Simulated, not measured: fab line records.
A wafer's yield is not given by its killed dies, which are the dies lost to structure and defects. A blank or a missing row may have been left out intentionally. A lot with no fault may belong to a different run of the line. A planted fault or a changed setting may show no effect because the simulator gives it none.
Code-filled problem report in 8D (eight disciplines) form ; flow n5 finfet ; the parts of the form that need people (team, actions taken, sign-off) are left out

1. WHAT IS WRONG
Mean of killed at front end at N5_PASSIVATION_PROBE_49: 139 across 3 wafers in 2 lots; on wafers with no fault it is 39 (standard deviation 11). That is +9.1 standard deviations from the usual mean.
The first sign was on wafer L262.3 at day 16 02:01, on prober-02. The record holds 6 wafers of 2 lots with a number at this step. Rule for "out" (also "out of limits"): further than 4 standard deviations from the usual mean. The other wafers with a number count as sound.

2. WHAT IT IS, WHAT IT ISN'T
question;is;is not
which readings at this step;killed at front end, defect limited yield, killed dies, sort_bin_5_function, sort n pass, sort yield pct;killed_at_M0_to_M3, killed_at_M4_up, killed at contacts, killed at other, killed open, killed short
which lots;L262, L264;-
which wafers of those lots;L262.3, L262.5, L264.1;L262.1, L264.4, L264.5
read on which tools;prober-02;-
when;from day 16 02:01;"up to then (1 sound wafer); but 2 sound wafers of L264 came after"

3. WHAT RULES OUT EACH SUSPECT
Counting: if a tool at a process step up to the reading ran every lot that is out, it stays a suspect. Sound lots after the first of them don't rule it out here, since some wafers of a struck lot are sound.
- plasma asher-02 at N5_HKMG_FIN_STRIP_69 (strips in N2/H2, time 360 s): kept. It ran every lot that is out, first L262 (day 6 11:04).
- pecvd-02 at N5_MIM_TOP_ETCH_PECVD_03 (deposits SiNx from SiH4/NH3/N2, target thk 20 nm, time 17.6 s): kept. It ran every lot that is out, first L262 (day 15 13:12).
- pecvd-04 at N5_PASSIVATION_PECVD_01 (deposits SiNx from SiH4/NH3/N2, target thk 200 nm, time 43.2 s): kept. It ran every lot that is out, first L262 (day 15 14:49).
- prober-02 at N5_PASSIVATION_PROBE_49: kept. It ran every lot that is out, first L262 (day 16 01:55). Out on those wafers are its own readings of defect limited yield, killed at front end, killed dies, sort_bin_5_function, sort n pass, sort yield pct.
- At N5_HKMG_FIN_STRIP_69 on plasma asher-02, chamber 0 took the sound wafers of the same lots and chamber 1 took the wafers that are out.
Left after counting: plasma asher-02 at N5_HKMG_FIN_STRIP_69, pecvd-02 at N5_MIM_TOP_ETCH_PECVD_03, pecvd-04 at N5_PASSIVATION_PECVD_01, prober-02 at N5_PASSIVATION_PROBE_49.

4. THE CAUSE (what the simulator had put in)
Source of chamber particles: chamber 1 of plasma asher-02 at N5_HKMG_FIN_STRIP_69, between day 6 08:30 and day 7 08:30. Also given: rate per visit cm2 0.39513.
Of the 4 suspects that counting leaves, this tool is one.

5. THE EFFECT CHAIN, in route order
Each row: a reading where the mean over the struck wafers with a number is more than 3 standard deviations away from the usual. Only readings for which the record gives a usual standard deviation are gone through. hours: the time from each lot's start at the first step in this table that gives one to its start at this step, as a median over the lots. sigmas: the change in usual standard deviations.
hours;step;reading;usual;on struck wafers;change;sigmas
0;N5_PASSIVATION_PROBE_49;defect limited yield;91.5 %;83.1;-8.4;-6.4
0;N5_PASSIVATION_PROBE_49;killed at front end;39;139;+100;+9.1
0;N5_PASSIVATION_PROBE_49;killed dies;100;199;+99;+6.6
0;N5_PASSIVATION_PROBE_49;sort_bin_5_function;5.0 %;10.3;+5.3;+5.9
0;N5_PASSIVATION_PROBE_49;sort_bin_6_memory;3.2 %;5.1;+1.9;+3.3
0;N5_PASSIVATION_PROBE_49;sort n pass;1080;981;-99;-6.6
0;N5_PASSIVATION_PROBE_49;sort yield pct;91.5 %;83.1;-8.4;-6.4
It contains these process steps:
- N5_PASSIVATION_PROBE_49

6. HOW IT WOULD HAVE BEEN CAUGHT EARLIER
The fault began at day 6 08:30; the first out-of-limits reading in this record came at day 16 02:01, 234 hours later.
No tool reading at N5_HKMG_FIN_STRIP_69 that has a usual standard deviation in the record was out on any struck wafer, so an alarm limit of 4 standard deviations on those readings would not have fired.
The start of N5_HKMG_FIN_STRIP_69 on plasma asher-02 came by day 16 02:01 for every one of the lots that are out (2). Holding the tool at that point would not have protected any of them.
